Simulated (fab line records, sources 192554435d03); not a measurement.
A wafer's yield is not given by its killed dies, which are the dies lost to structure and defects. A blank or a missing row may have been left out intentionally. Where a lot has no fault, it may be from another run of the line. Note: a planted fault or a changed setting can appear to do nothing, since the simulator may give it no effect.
Which tool was responsible? | flow n5Finfet | Sampling: 15 lots, 42 wafers, 9 of 1938 route steps

WHAT THE GAUGES SHOWED, per wafer
N5_FIN_SAQP_CD_MEAS_31: the cd target is 8 nm.
lot  | measured    | on       | cdNm (nm)
L629 | day 2 01:47 | cdSem-01 | 8.05 8.21 8.34
L631 | day 2 13:27 | cdSem-01 | 7.84 7.96 7.78
L632 | day 2 19:36 | cdSem-01 | 8.12 7.96 8.03
L633 | day 3 02:17 | cdSem-03 | 8.32 8.30 7.99
L634 | day 3 08:15 | cdSem-03 | 8.26 8.19 8.18
L636 | day 3 19:35 | cdSem-03 | 8.04 8.00 8.23
L638 | day 4 08:02 | cdSem-03 | 8.35 8.28 8.31
L639 | day 4 14:59 | cdSem-02 | 8.19 8.34 8.09
L642 | day 5 10:11 | cdSem-03 | 2.79 8.04
L643 | day 5 14:17 | cdSem-02 | 8.39 3.20
L644 | day 5 20:14 | cdSem-01 | 8.17 3.35
L645 | day 6 01:25 | cdSem-02 | 8.33 8.05 7.64
L647 | day 6 14:44 | cdSem-03 | 8.09 7.86 8.33
L650 | day 7 09:08 | cdSem-02 | 8.24 8.06 7.72
L652 | day 7 19:44 | cdSem-03 | 7.93 8.17 7.91

N5_FIN_SAQP_CD_MEAS_37: the cd target is 8 nm.
lot  | measured    | on       | cdNm (nm)
L629 | day 2 02:17 | cdSem-01 | 7.91 7.79 8.51
L631 | day 2 13:55 | cdSem-01 | 8.41 8.51 8.45
L632 | day 2 20:03 | cdSem-01 | 8.23 8.22 8.09
L633 | day 3 02:45 | cdSem-01 | 7.93 8.72 8.02
L634 | day 3 08:42 | cdSem-02 | 7.93 8.45 8.23
L636 | day 3 20:03 | cdSem-02 | 7.62 8.31 7.88
L638 | day 4 08:29 | cdSem-01 | 7.97 8.00 8.43
L639 | day 4 15:37 | cdSem-01 | 8.40 8.38 7.93
L642 | day 5 10:43 | cdSem-03 | 2.64 8.10
L643 | day 5 14:45 | cdSem-02 | 8.39 3.02
L644 | day 5 20:41 | cdSem-02 | 8.01 3.09
L645 | day 6 01:53 | cdSem-03 | 8.56 8.45 8.03
L647 | day 6 15:12 | cdSem-01 | 8.33 8.14 7.90
L650 | day 7 09:35 | cdSem-03 | 8.40 8.42 7.97
L652 | day 7 20:11 | cdSem-02 | 7.68 8.24 8.10

N5_STI_FIN_REVEAL_CD_MEAS_22: target cd 6.238 nm, pitch 28 nm.
lot  | measured    | on       | cdNm (nm)
L629 | day 2 12:28 | cdSem-01 | 5.66 6.24 6.61
L631 | day 3 00:42 | cdSem-03 | 6.25 6.73 6.47
L632 | day 3 06:55 | cdSem-03 | 6.20 6.42 6.21
L633 | day 3 13:15 | cdSem-02 | 5.91 6.52 6.30
L634 | day 3 19:07 | cdSem-01 | 6.21 6.34 6.33
L636 | day 4 06:43 | cdSem-01 | 6.06 6.42 5.86
L638 | day 4 19:25 | cdSem-01 | 5.72 6.37 6.32
L639 | day 5 05:12 | cdSem-02 | 6.43 6.68 6.04
L642 | day 5 21:34 | cdSem-02 | 1.14 5.94
L643 | day 6 01:28 | cdSem-01 | 6.69 1.00
L644 | day 6 06:46 | cdSem-03 | 6.49 1.77
L645 | day 6 12:09 | cdSem-01 | 6.79 6.73 6.24
L647 | day 7 01:52 | cdSem-02 | 6.28 6.43 6.44
L650 | day 7 20:34 | cdSem-02 | 6.59 6.54 6.53
L652 | day 8 06:45 | cdSem-01 | 5.81 6.55 6.22

N5_BEOL_M4_RC_MEAS_101.
lot  | measured     | on        | DIBL_N (mV/V)  | DIBL_P (mV/V) | IOFF_N (nA/um) | IOFF_N_85C (nA/um) | IOFF_N_LIN (nA/um) | IOFF_P (nA/um) | IOFF_P_85C (nA/um) | IOFF_P_LIN (nA/um) | ION_N (uA/um) | ION_P (uA/um) | SS_N (mV/dec)  | SS_P (mV/dec)  | VT_N (mV)   | VT_N_LVT (mV) | VT_P (mV)      | VT_P_LVT (mV)
L629 | day 7 20:13  | prober-01 | 34.9 36.4 39.0 | 35 37 41      | 0.14 0.18 0.23 | 2.8 3.5 4.3        | 0.067 0.083 0.102  | 0.22 0.26 0.35 | 3.9 4.5 5.8        | 0.110 0.128 0.151  | 670 683 690   | 466 472 470   | 72.1 72.4 72.5 | 73.6 73.2 75.1 | 251 247 247 | 104 100 97    | -247 -245 -240 | -98 -96 -93
L631 | day 9 09:14  | prober-02 | 36.1 37.3 37.3 | 36 37 38      | 0.15 0.18 0.18 | 2.9 3.4 3.4        | 0.074 0.085 0.086  | 0.20 0.23 0.24 | 3.5 4.0 4.2        | 0.095 0.106 0.111  | 674 681 689   | 469 471 474   | 70.7 71.8 71.7 | 72.6 74.1 73.8 | 250 247 246 | 97 94 95      | -248 -250 -248 | -100 -97 -97
L632 | day 8 21:05  | prober-01 | 38.3 37.2 35.4 | 40 38 36      | 0.22 0.19 0.16 | 4.3 3.7 3.2        | 0.103 0.091 0.079  | 0.36 0.28 0.26 | 5.9 4.7 4.5        | 0.157 0.131 0.125  | 695 691 682   | 487 478 481   | 72.9 72.2 72.0 | 73.0 73.6 73.0 | 242 245 248 | 94 95 97      | -239 -242 -243 | -90 -93 -93
L633 | day 9 14:45  | prober-02 | 31.4 36.5 35.3 | 29 36 34      | 0.09 0.17 0.14 | 1.8 3.1 2.6        | 0.045 0.078 0.064  | 0.13 0.21 0.18 | 2.3 3.7 3.2        | 0.068 0.100 0.087  | 648 691 677   | 452 470 463   | 69.9 71.7 71.3 | 71.0 72.6 72.5 | 256 246 252 | 105 96 101    | -257 -249 -253 | -106 -100 -101
L634 | day 10 00:55 | prober-02 | 32.8 35.5 34.9 | 32 35 34      | 0.11 0.15 0.14 | 2.3 3.0 2.8        | 0.055 0.072 0.070  | 0.14 0.19 0.16 | 2.5 3.2 2.8        | 0.072 0.090 0.078  | 648 673 696   | 457 457 462   | 70.1 70.9 72.1 | 72.0 72.6 73.0 | 253 249 250 | 102 96 97     | -255 -253 -255 | -105 -101 -104
L636 | day 10 16:34 | prober-01 | 32.3 36.5 33.2 | 32 38 33      | 0.10 0.17 0.11 | 2.2 3.3 2.4        | 0.053 0.079 0.055  | 0.15 0.23 0.16 | 2.8 3.9 2.9        | 0.081 0.108 0.084  | 669 687 665   | 465 472 458   | 70.9 71.7 70.6 | 71.4 72.6 71.4 | 255 248 251 | 102 96 102    | -253 -250 -252 | -102 -97 -100
L638 | day 10 19:54 | prober-01 | 37.4 38.3 39.2 | 37 37 40      | 0.14 0.16 0.18 | 2.9 3.3 3.6        | 0.067 0.077 0.085  | 0.21 0.23 0.28 | 3.7 4.0 4.7        | 0.097 0.105 0.121  | 667 686 690   | 468 472 473   | 71.6 71.9 71.7 | 73.1 73.2 74.1 | 254 251 247 | 102 97 95     | -250 -249 -247 | -99 -97 -94
L639 | day 10 22:13 | prober-02 | 36.4 37.7 36.7 | 37 38 36      | 0.16 0.19 0.15 | 3.1 3.6 3.0        | 0.075 0.087 0.071  | 0.22 0.23 0.19 | 3.8 3.9 3.4        | 0.109 0.108 0.096  | 677 709 672   | 468 480 457   | 71.0 71.3 71.5 | 74.2 73.8 73.1 | 247 243 251 | 99 94 99      | -248 -249 -252 | -99 -99 -101
L642 | day 11 23:30 | prober-01 | 1.8 39.2       | -10 41        | 0.00 0.20      | 0.1 3.7            | 0.001 0.082        | 0.00 0.24      | 0.1 4.2            | 0.006 0.110        | 419 671       | 338 459       | 64.2 72.4      | 61.5 74.0      | 331 251     | 181 100       | -302 -249      | -152 -99
L643 | day 11 17:52 | prober-02 | 38.7 4.1       | 39 -9         | 0.24 0.00      | 4.3 0.1            | 0.095 0.001        | 0.25 0.01      | 4.2 0.2            | 0.108 0.007        | 684 411       | 456 327       | 72.1 65.4      | 75.0 62.3      | 244 329     | 95 180        | -251 -302      | -97 -150
L644 | day 12 11:10 | prober-01 | 34.2 6.6       | 34 -6         | 0.13 0.00      | 2.6 0.1            | 0.060 0.002        | 0.17 0.01      | 3.0 0.2            | 0.086 0.008        | 651 435       | 447 339       | 71.6 65.5      | 73.1 62.6      | 251 324     | 102 171       | -252 -295      | -103 -146
L645 | day 12 02:02 | prober-01 | 36.6 40.7 37.0 | 38 43 40      | 0.16 0.25 0.16 | 3.1 4.3 3.1        | 0.074 0.102 0.075  | 0.19 0.26 0.21 | 3.4 4.3 3.6        | 0.091 0.109 0.095  | 692 694 668   | 463 461 454   | 71.7 72.5 70.8 | 73.7 74.8 73.7 | 248 247 254 | 97 93 98      | -253 -250 -254 | -100 -97 -99
L647 | day 12 22:44 | prober-02 | 34.7 37.8 34.3 | 35 41 36      | 0.13 0.18 0.12 | 2.6 3.4 2.5        | 0.060 0.081 0.061  | 0.14 0.22 0.16 | 2.6 3.7 2.8        | 0.073 0.097 0.077  | 667 671 658   | 445 450 445   | 71.0 72.3 71.2 | 72.4 73.9 72.7 | 255 251 254 | 101 97 100    | -255 -253 -258 | -106 -102 -104
L650 | day 14 04:37 | prober-02 | 36.8 37.1 37.0 | 37 38 38      | 0.19 0.20 0.17 | 3.7 3.7 3.3        | 0.089 0.088 0.079  | 0.23 0.23 0.23 | 4.0 3.9 3.9        | 0.107 0.104 0.104  | 697 694 673   | 475 466 466   | 71.2 71.2 71.6 | 72.9 73.8 74.1 | 246 246 247 | 95 95 99      | -248 -253 -251 | -98 -99 -98
L652 | day 14 07:26 | prober-01 | 28.6 32.5 32.1 | 29 32 33      | 0.06 0.11 0.11 | 1.4 2.3 2.2        | 0.036 0.054 0.054  | 0.09 0.12 0.13 | 1.9 2.3 2.4        | 0.053 0.064 0.067  | 633 658 677   | 435 440 462   | 70.3 71.0 70.6 | 70.7 71.9 71.7 | 264 256 253 | 110 101 102   | -265 -259 -259 | -110 -107 -106

EACH LOT AND THE TOOL THAT RAN IT (in order: tool; ch and the chambers of the sampled wafers; start)
lot  | N5_FIN_SAQP_ETCH_65            | N5_FIN_SAQP_ETCH_69              | N5_FIN_SAQP_SPACER2_ALD_28      | N5_FIN_SAQP_HM_CD_35  | N5_FIN_SAQP_FIN_ETCH_36
L629 | rieSi-01 ch 0,2,3, day 2 00:04 | rieDiel-04 ch 0,3, day 2 00:53   | aldSin-02 ch 1,2, day 2 01:11   | cdSem-01, day 2 02:05 | rieSi-03 ch 1,2,3, day 2 02:10
L631 | rieSi-02 ch 2,3, day 2 12:03   | rieDiel-01 ch 0,1,3, day 2 12:38 | aldSin-04 ch 0,1,2, day 2 13:04 | cdSem-02, day 2 13:43 | rieSi-01 ch 0,1,2, day 2 13:47
L632 | rieSi-01 ch 0,2,3, day 2 18:05 | rieDiel-04 ch 2,3, day 2 18:41   | aldSin-02 ch 0,1,3, day 2 18:59 | cdSem-01, day 2 19:52 | rieSi-02 ch 2,3, day 2 19:56
L633 | rieSi-01 ch 1,2,3, day 3 00:55 | rieDiel-04 ch 0,1,2, day 3 01:28 | aldSin-02 ch 1,2,3, day 3 01:46 | cdSem-02, day 3 02:34 | rieSi-01 ch 0,1,2, day 3 02:38
L634 | rieSi-02 ch 0,3, day 3 06:28   | rieDiel-06 ch 1,2,3, day 3 07:09 | aldSin-01 ch 0,2, day 3 07:31   | cdSem-02, day 3 08:31 | rieSi-03 ch 2,3, day 3 08:35
L636 | rieSi-02 ch 0,2,3, day 3 18:13 | rieDiel-04 ch 1,3, day 3 18:46   | aldSin-02 ch 0,1, day 3 19:04   | cdSem-01, day 3 19:52 | rieSi-03 ch 1,2,3, day 3 19:56
L638 | rieSi-03 ch 0,3, day 4 06:27   | rieDiel-04 ch 0,2,3, day 4 07:01 | aldSin-04 ch 2,3, day 4 07:28   | cdSem-02, day 4 08:17 | rieSi-03 ch 0,1,3, day 4 08:21
L639 | rieSi-02 ch 0,3, day 4 12:40   | rieDiel-06 ch 1,2,3, day 4 13:13 | aldSin-01 ch 1,2,3, day 4 14:28 | cdSem-02, day 4 15:26 | rieSi-02 ch 0,1, day 4 15:30
L642 | rieSi-02 ch 0,3, day 5 08:27   | rieDiel-06 ch 0,2, day 5 09:15   | aldSin-01 ch 0,3, day 5 09:36   | cdSem-03, day 5 10:31 | rieSi-01 ch 1,2, day 5 10:35
L643 | rieSi-01 ch 1,3, day 5 12:40   | rieDiel-06 ch 1,2, day 5 13:28   | aldSin-01 ch 1,2, day 5 13:46   | cdSem-01, day 5 14:34 | rieSi-03 ch 0,2, day 5 14:37
L644 | rieSi-03 ch 1,3, day 5 18:42   | rieDiel-06 ch 0,3, day 5 19:16   | aldSin-01 ch 1,3, day 5 19:43   | cdSem-02, day 5 20:31 | rieSi-03 ch 1,3, day 5 20:34
L645 | rieSi-01 ch 2,3, day 5 23:43   | rieDiel-06 ch 0,1,2, day 6 00:16 | aldSin-04 ch 1,2, day 6 00:35   | cdSem-01, day 6 01:42 | rieSi-02 ch 0,1,2, day 6 01:46
L647 | rieSi-03 ch 0,1,2, day 6 13:14 | rieDiel-04 ch 0,1, day 6 13:48   | aldSin-02 ch 1,2, day 6 14:13   | cdSem-02, day 6 15:01 | rieSi-02 ch 0,2,3, day 6 15:04
L650 | rieSi-03 ch 0,2,3, day 7 07:44 | rieDiel-06 ch 1,2,3, day 7 08:19 | aldSin-02 ch 0,1,3, day 7 08:37 | cdSem-02, day 7 09:24 | rieSi-02 ch 0,1,2, day 7 09:28
L652 | rieSi-03 ch 1,2,3, day 7 18:08 | rieDiel-01 ch 0,1,3, day 7 18:43 | aldSin-04 ch 1,2, day 7 19:13   | cdSem-03, day 7 20:00 | rieSi-01 ch 0,1,2, day 7 20:04
- N5_FIN_SAQP_ETCH_65: etches SiO2 in CF4, target depth 4 nm, time 4.4 s.
- N5_FIN_SAQP_ETCH_69: etches SOC in N2/H2, stops on SiNx, target depth 150 nm.
- N5_FIN_SAQP_SPACER2_ALD_28: deposits SiO2, target thk 8.1 nm, pulse time 1 s, purge time 2 s.
- N5_FIN_SAQP_HM_CD_35: target cd 8 nm.
- N5_FIN_SAQP_FIN_ETCH_36: etches the open film in HBr/Cl2/O2, target depth 120 nm, time 50.4 s.

AS READ BY THE TOOLS THEMSELVES (means over the sampled wafers that have a number; for cases with no such wafer, the mark the record gives instead)
N5_FIN_SAQP_ETCH_65.
lot  | tool     | drypumpMotorCurrentA (A) | oesProductAu (a.u.) | throttleValvePct (%)
L629 | rieSi-01 | 5.5                      | 0.975               | 22.0
L631 | rieSi-02 | 5.5                      | 1.027               | 21.5
L632 | rieSi-01 | 5.5                      | 0.975               | 22.0
L633 | rieSi-01 | 5.3                      | 0.972               | 22.1
L634 | rieSi-02 | 5.7                      | 1.008               | 22.0
L636 | rieSi-02 | 5.6                      | 1.021               | 21.7
L638 | rieSi-03 | 6.1                      | 0.993               | 21.5
L639 | rieSi-02 | 5.7                      | 1.016               | 22.0
L642 | rieSi-02 | 5.5                      | 1.006               | 21.9
L643 | rieSi-01 | 5.2                      | 0.982               | 22.1
L644 | rieSi-03 | 5.3                      | 0.993               | 21.6
L645 | rieSi-01 | 4.9                      | 0.986               | 22.2
L647 | rieSi-03 | 5.7                      | 0.998               | 21.4
L650 | rieSi-03 | 5.8                      | 1.002               | 21.6
L652 | rieSi-03 | 5.4                      | 0.996               | 21.6

N5_FIN_SAQP_ETCH_69.
lot  | tool       | drypumpMotorCurrentA (A) | oesProductAu (a.u.) | rfVppV (V) | showerheadPlenumPTorr (Torr) | throttleValvePct (%)
L629 | rieDiel-04 | 5.4                      | 0.87                | 240.5      | 2.48                         | 17.65
L631 | rieDiel-01 | 5.6                      | 0.78                | 241.2      | 2.58                         | 17.98
L632 | rieDiel-04 | 5.7                      | 0.79                | 240.3      | 2.53                         | 17.59
L633 | rieDiel-04 | 5.9                      | 0.76                | 241.0      | 2.55                         | 17.74
L634 | rieDiel-06 | 5.7                      | 0.86                | 240.1      | 2.50                         | 17.76
L636 | rieDiel-04 | 5.6                      | 0.75                | 241.2      | 2.59                         | 18.04
L638 | rieDiel-04 | 5.7                      | 0.80                | 240.0      | 2.49                         | 17.61
L639 | rieDiel-06 | 5.8                      | 0.83                | 240.9      | 2.50                         | 17.78
L642 | rieDiel-06 | 5.4                      | 0.80                | 241.9      | 2.61                         | 17.55
L643 | rieDiel-06 | 6.0                      | 0.93                | 242.3      | 2.66                         | 17.59
L644 | rieDiel-06 | 5.2                      | 0.81                | 241.7      | 2.56                         | 17.64
L645 | rieDiel-06 | 5.8                      | 0.85                | 241.9      | 2.65                         | 17.56
L647 | rieDiel-04 | 5.9                      | 0.71                | 241.5      | 2.57                         | 17.99
L650 | rieDiel-06 | 5.7                      | 0.88                | 241.1      | 2.59                         | 17.69
L652 | rieDiel-01 | 5.5                      | 0.74                | 241.2      | 2.57                         | 18.05

N5_FIN_SAQP_SPACER2_ALD_28.
lot  | tool      | heaterPowerW (W) | precursorPulseHeightRel
L629 | aldSin-02 | 438              | 0.995
L631 | aldSin-04 | 479              | 0.993
L632 | aldSin-02 | 532              | 0.996
L633 | aldSin-02 | 502              | 1.009
L634 | aldSin-01 | 467              | 1.006
L636 | aldSin-02 | 531              | 1.009
L638 | aldSin-04 | 461              | 0.988
L639 | aldSin-01 | 465              | 1.001
L642 | aldSin-01 | 458              | 1.003
L643 | aldSin-01 | 476              | 1.003
L644 | aldSin-01 | 470              | 0.990
L645 | aldSin-04 | 497              | 1.012
L647 | aldSin-02 | 436              | 0.987
L650 | aldSin-02 | 537              | 0.996
L652 | aldSin-04 | 496              | 1.007

N5_FIN_SAQP_HM_CD_35.
lot  | tool     | cdNm (nm)
L629 | cdSem-01 | 8.16
L631 | cdSem-02 | 8.11
L632 | cdSem-01 | 8.04
L633 | cdSem-02 | 7.96
L634 | cdSem-02 | 8.24
L636 | cdSem-01 | 7.96
L638 | cdSem-02 | 8.17
L639 | cdSem-02 | 8.13
L642 | cdSem-03 | 5.24
L643 | cdSem-01 | 5.88
L644 | cdSem-02 | 5.59
L645 | cdSem-01 | 8.51
L647 | cdSem-02 | 8.26
L650 | cdSem-02 | 8.21
L652 | cdSem-03 | 7.97

N5_FIN_SAQP_FIN_ETCH_36.
lot  | tool     | drypumpMotorCurrentA (A) | oesProductAu (a.u.) | throttleValvePct (%)
L629 | rieSi-03 | 5.4                      | 0.999               | 35.6
L631 | rieSi-01 | 5.8                      | 0.971               | 36.4
L632 | rieSi-02 | 5.2                      | 1.013               | 35.6
L633 | rieSi-01 | 5.8                      | 0.978               | 36.3
L634 | rieSi-03 | 5.6                      | 1.001               | 36.0
L636 | rieSi-03 | 5.5                      | 0.997               | 35.6
L638 | rieSi-03 | 5.7                      | 1.006               | 35.7
L639 | rieSi-02 | 6.0                      | 1.020               | 36.3
L642 | rieSi-01 | 5.5                      | 0.958               | 36.5
L643 | rieSi-03 | 6.1                      | 0.990               | 35.4
L644 | rieSi-03 | 5.3                      | 1.004               | 35.8
L645 | rieSi-02 | 5.9                      | 1.019               | 36.1
L647 | rieSi-02 | 5.6                      | 1.021               | 35.9
L650 | rieSi-02 | 5.9                      | 1.015               | 36.1
L652 | rieSi-01 | 5.8                      | 0.968               | 36.4

THE ANSWER, worked out from the rows above alone
Rule: what is usual is taken from the lots themselves. The widest of any qualifying gaps counts: lots, ordered by their means at a reading, are off when they make up no more than a third of the lots, leave a main group of 4 or more, and stand apart from it by 3 or more times the standard deviation of that group's means. If all means in a main group match to the digits the tables above print for the reading, that group is not used. A lot without any number at a reading at which 4 lots or more have one is off too. The other lots that the step has rows for count as sound. The gauges are gone through in route order, then the tools' own readings, and for those a lot's mean is taken as printed above. The first step at which some lot is off is used, and at that step the reading that is off furthest; a lot without a number counts as furthest.
Off at N5_FIN_SAQP_CD_MEAS_31 (cdNm): L642, L643, L644. Main group: mean 8.10 nm, sd 0.12.
A tool fits if, at a process step before that reading, it ran every lot that is off, and no sound lot after the first of them. The gauges at N5_FIN_SAQP_CD_MEAS_31 aren't tried: what is off there is off at N5_BEOL_M4_RC_MEAS_101 too, on other tools, and a gauge's error can't cause that. One candidate fits, namely aldSin-01 at N5_FIN_SAQP_SPACER2_ALD_28. A fault onset in the window from L639 (day 4 14:28, its last sound lot) to L642 (day 5 09:36, its first lot off) fits.

WHAT THE SIMULATOR HAD INSERTED
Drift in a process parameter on aldSin-01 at N5_FIN_SAQP_SPACER2_ALD_28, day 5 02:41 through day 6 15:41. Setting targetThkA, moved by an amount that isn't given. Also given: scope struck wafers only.
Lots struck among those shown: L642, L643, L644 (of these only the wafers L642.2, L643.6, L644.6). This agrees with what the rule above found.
